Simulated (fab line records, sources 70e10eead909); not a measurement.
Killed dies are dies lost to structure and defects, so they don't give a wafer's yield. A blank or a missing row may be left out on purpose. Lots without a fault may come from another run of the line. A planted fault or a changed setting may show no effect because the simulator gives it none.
Chamber matching | flow nand_harc | NHARC_A_CONTACT_CMP_20 on cmp-03: 4 sister chambers
The step polishes, t overpolish 30 s, target thk 300 nm. 4 wafers are shown with their chamber, then 7 later ones without.

WAFERS WITH THEIR CHAMBER
wafer  | chamber | motor_current_A (A)
L856.3 | 1       | 12.0
L856.6 | 2       | 13.8
L859.1 | 3       | 13.6
L859.3 | 0       | 11.5

WAFERS WITHOUT THEIR CHAMBER
wafer  | motor_current_A (A)
L859.6 | 13.7
L860.1 | 14.4
L860.3 | 10.8
L860.4 | 11.2
L862.3 | 14.4
L862.4 | 11.1
L862.5 | 11.7

WHICH CHAMBER EACH WENT THROUGH
wafer  | from the rows above     | in truth
L859.6 | can't be placed: 3 or 2 | 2
L860.1 | can't be placed: 2 or 3 | 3
L860.3 | can't be placed: 0 or 1 | 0
L860.4 | can't be placed: 0 or 1 | 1
L862.3 | can't be placed: 2 or 3 | 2
L862.4 | can't be placed: 0 or 1 | 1
L862.5 | can't be placed: 0 or 1 | 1
Placed correctly: 0 of 7. Can't be placed from these rows: 7 (the true chamber is among the candidates in 7). Placed wrongly: 0.
How it was worked out, from the rows above alone: a wafer's distance from a chamber is the root of the sum, over the readings, of the square of ((its reading less the chamber's mean) divided by the reading's scatter). The wafer belongs to the nearest chamber; if the next one is less than 2 further off, it can't be placed. A chamber's mean is the mean of its shown wafers. The scatter: with one shown wafer a chamber, the root of the mean of the squares of how far each hidden wafer lies from its nearest shown one.
